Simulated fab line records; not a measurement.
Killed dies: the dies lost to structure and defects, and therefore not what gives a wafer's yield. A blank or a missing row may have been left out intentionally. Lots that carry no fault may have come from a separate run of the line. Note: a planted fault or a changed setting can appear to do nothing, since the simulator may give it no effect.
The tool behind it: which one? -- flow n5 finfet -- Sampling: 10 lots, 28 wafers, 6 of 1938 route steps

## WHAT EACH GAUGE READ, for each wafer
N5_SD_EPI_P_INSPECT_26: inspects for defects (darkfield).
lot,measured,on,raw defect count
L658,day 5 05:10,defect inspect-01,222 166 165
L663,day 6 14:29,defect inspect-02,1443 1496 1559
L664,day 6 17:08,defect inspect-01,1425 1407 1436
L666,day 7 03:49,defect inspect-01,238 188 155
L667,day 7 10:57,defect inspect-02,217 154 193
L668,day 7 17:17,defect inspect-01,197 241 151
L670,day 8 04:08,defect inspect-01,164 142
L671,day 8 12:40,defect inspect-01,145 177 221
L673,day 8 20:34,defect inspect-01,182 145
L674,day 9 05:55,defect inspect-02,190 215 149

N5_BEOL_M4_RC_MEAS_101.
lot,measured,on,DIBL_N (mV/V),DIBL_P (mV/V),IOFF_N (nA/um),IOFF_P (nA/um),ION_N (uA/um),ION_P (uA/um),SS_N (mV/dec),SS_P (mV/dec),VT_N (mV),VT_P (mV)
L658,day 9 06:25,prober-02,32.9 35.6 34.9,33.4 35.8 34.8,0.11 0.16 0.15,0.16 0.19 0.17,660 679 670,455 461 460,70.7 71.8 72.0,72.0 72.5 72.5,254 248 249,-254 -252 -254
L666,day 11 16:00,prober-02,34.2 38.1 39.3,33.6 38.7 41.4,0.12 0.18 0.20,0.17 0.23 0.28,650 687 679,453 467 460,71.5 71.6 72.3,72.0 73.6 74.5,253 251 250,-255 -249 -245
L667,day 11 21:11,prober-01,40.2 37.6 39.0,42.0 39.5 39.6,0.26 0.20 0.22,0.30 0.26 0.25,697 687 681,471 465 455,73.5 72.0 72.6,74.6 74.1 74.0,244 246 246,-245 -248 -247
L668,day 12 01:38,prober-02,38.1 37.3 37.4,37.8 37.4 37.3,0.16 0.18 0.16,0.21 0.22 0.21,685 687 676,469 471 470,71.9 72.5 72.7,73.6 73.9 72.8,250 247 251,-252 -251 -251
L670,day 12 12:32,prober-01,36.9 37.8,35.7 35.7,0.17 0.19,0.18 0.19,666 670,444 452,73.2 73.0,73.4 73.2,250 251,-256 -253
L671,day 13 04:58,prober-01,37.6 37.4 41.7,40.2 39.5 43.6,0.21 0.19 0.32,0.29 0.26 0.37,688 681 699,473 464 477,72.1 71.8 73.5,74.6 74.0 75.8,246 247 240,-246 -246 -244
L673,day 13 06:49,prober-01,36.3 32.8,37.3 33.6,0.19 0.13,0.26 0.20,689 652,471 457,72.2 71.2,73.4 71.7,246 253,-245 -250
L674,day 13 09:58,prober-02,36.4 36.8 37.0,36.7 36.7 37.2,0.17 0.17 0.18,0.21 0.22 0.23,672 671 675,459 454 460,71.2 72.2 71.9,73.0 73.5 73.8,248 248 247,-252 -250 -250

## WHICH TOOL RAN EACH LOT (tool, then ch and the chambers of the sampled wafers, then the start)
lot,N5_SD_EPI_P_DESCUM_14,N5_SD_EPI_P_ETCH_37,N5_SD_EPI_P_ETCHBACK_46,N5_SD_EPI_P_STRIP_50
L658,"rie diel-02 ch 0,2,3, day 5 01:27","rie diel-02 ch 0,2,3, day 5 01:32","rie diel-02 ch 0,2,3, day 5 01:52","rie diel-02 ch 0,2,3, day 5 02:07"
L663,"rie diel-02 ch 0,2,3, day 6 08:46","rie diel-02 ch 0,2,3, day 6 08:52","rie diel-02 ch 0,2,3, day 6 09:11","rie diel-02 ch 0,2,3, day 6 09:26"
L664,"rie diel-06 ch 1,2,3, day 6 12:34","rie diel-06 ch 1,2,3, day 6 12:40","rie diel-06 ch 1,2,3, day 6 12:59","rie diel-06 ch 1,2,3, day 6 13:14"
L666,"rie diel-06 ch 0,2, day 6 23:14","rie diel-06 ch 0,2, day 6 23:20","rie diel-06 ch 0,2, day 6 23:40","rie diel-06 ch 0,2, day 6 23:54"
L667,"rie diel-06 ch 1,2,3, day 7 06:21","rie diel-06 ch 1,2,3, day 7 06:26","rie diel-06 ch 1,2,3, day 7 06:46","rie diel-06 ch 1,2,3, day 7 07:01"
L668,"rie diel-06 ch 0,1,2, day 7 12:36","rie diel-06 ch 0,1,2, day 7 12:42","rie diel-06 ch 0,1,2, day 7 13:01","rie diel-06 ch 0,1,2, day 7 13:16"
L670,"rie diel-06 ch 0,1, day 8 00:25","rie diel-06 ch 0,1, day 8 00:30","rie diel-06 ch 0,1, day 8 00:49","rie diel-06 ch 0,1, day 8 01:04"
L671,"rie diel-06 ch 1,2,3, day 8 08:05","rie diel-06 ch 1,2,3, day 8 08:11","rie diel-06 ch 1,2,3, day 8 08:30","rie diel-06 ch 1,2,3, day 8 08:44"
L673,"rie diel-06 ch 0,2, day 8 16:52","rie diel-06 ch 0,2, day 8 16:57","rie diel-06 ch 0,2, day 8 17:16","rie diel-06 ch 0,2, day 8 17:31"
L674,"rie diel-06 ch 0,1,3, day 9 02:12","rie diel-06 ch 0,1,3, day 9 02:17","rie diel-06 ch 0,1,3, day 9 02:37","rie diel-06 ch 0,1,3, day 9 02:52"
- N5_SD_EPI_P_DESCUM_14: chemistry O2, time 7.9 s.
- N5_SD_EPI_P_ETCH_37: etches SOC in N2/H2, overetch 108 nm, time 486 s.
- N5_SD_EPI_P_ETCHBACK_46: etches SiNx in CH3F/O2, stops on SiO2, target depth 17.5 nm.
- N5_SD_EPI_P_STRIP_50: strips in CHF3/O2.

## AS READ BY THE TOOLS THEMSELVES (means over the sampled wafers that have a number; for cases with no such wafer, the mark the record gives instead)
N5_SD_EPI_P_DESCUM_14.
lot,tool,drypump motor current A (A),oes product au (a.u.),rf vpp V (V),showerhead plenum p Torr (Torr),throttle valve pct (%)
L658,rie diel-02,5.8,0.83,244.7,2.16,20.53
L663,rie diel-02,5.8,0.82,243.9,2.16,20.54
L664,rie diel-06,5.9,0.83,244.3,2.15,20.24
L666,rie diel-06,5.9,0.80,244.0,2.16,20.47
L667,rie diel-06,6.0,0.82,244.5,2.15,20.25
L668,rie diel-06,5.9,0.81,243.7,2.10,20.37
L670,rie diel-06,5.9,0.79,241.4,2.03,20.38
L671,rie diel-06,5.9,0.81,244.7,2.15,20.26
L673,rie diel-06,5.8,0.76,242.4,2.12,20.55
L674,rie diel-06,5.8,0.78,242.7,2.08,20.38

N5_SD_EPI_P_ETCH_37.
lot,tool,drypump motor current A (A),oes product au (a.u.),rf vpp V (V),showerhead plenum p Torr (Torr),throttle valve pct (%)
L658,rie diel-02,5.8,0.74,242.0,2.60,23.75
L663,rie diel-02,5.8,0.72,241.3,2.60,23.76
L664,rie diel-06,5.9,0.75,242.9,2.60,23.49
L666,rie diel-06,5.9,0.72,241.4,2.58,23.55
L667,rie diel-06,5.9,0.74,241.4,2.60,23.49
L668,rie diel-06,5.9,0.73,240.1,2.52,23.57
L670,rie diel-06,5.9,0.71,239.8,2.45,23.66
L671,rie diel-06,5.9,0.73,241.4,2.60,23.49
L673,rie diel-06,5.8,0.71,239.8,2.54,23.62
L674,rie diel-06,5.8,0.70,239.5,2.51,23.62

N5_SD_EPI_P_ETCHBACK_46.
lot,tool,drypump motor current A (A),oes product au (a.u.),rf vpp V (V),showerhead plenum p Torr (Torr),throttle valve pct (%)
L658,rie diel-02,5.8,0.70,296,2.06,16.36
L663,rie diel-02,5.8,0.69,296,2.06,16.37
L664,rie diel-06,5.9,0.71,299,2.05,16.11
L666,rie diel-06,5.9,0.69,298,2.04,16.22
L667,rie diel-06,5.9,0.71,298,2.05,16.13
L668,rie diel-06,5.9,0.69,296,1.99,16.19
L670,rie diel-06,5.9,0.69,294,1.92,16.23
L671,rie diel-06,5.9,0.70,298,2.04,16.13
L673,rie diel-06,5.8,0.67,298,2.00,16.30
L674,rie diel-06,5.8,0.67,296,1.97,16.25

## THE ANSWER, worked out from the rows above alone
Rule: usual is defined by the lots themselves. The widest of any qualifying gaps counts: lots, ordered by their means at a reading, are off when they make up no more than a third of the lots, leave a main group of 4 or more, and stand apart from it by 3 or more times the standard deviation of that group's means. If all means in a main group match to the digits the tables above print for the reading, that group is not used. Also off: a lot with no number at a reading for which 4 or more lots have one. Where the step has rows for the other lots, those lots are counted as sound. The gauges are gone through in route order, then the tools' own readings, and for those a lot's mean is taken as printed above. The first step at which some lot is off is used, and at that step the reading that is off furthest; a lot without a number counts as furthest.
Off: L663, L664 (N5_SD_EPI_P_INSPECT_26, raw defect count). For the main group the mean is 181 and the standard deviation 14.
If a tool, at a process step before that reading, ran all the lots that are off and no sound lot after the first of them, it fits. Gauges at N5_SD_EPI_P_INSPECT_26: tried the same way as those tools. None of those tried fits.

## WHAT THE SIMULATOR PUT IN
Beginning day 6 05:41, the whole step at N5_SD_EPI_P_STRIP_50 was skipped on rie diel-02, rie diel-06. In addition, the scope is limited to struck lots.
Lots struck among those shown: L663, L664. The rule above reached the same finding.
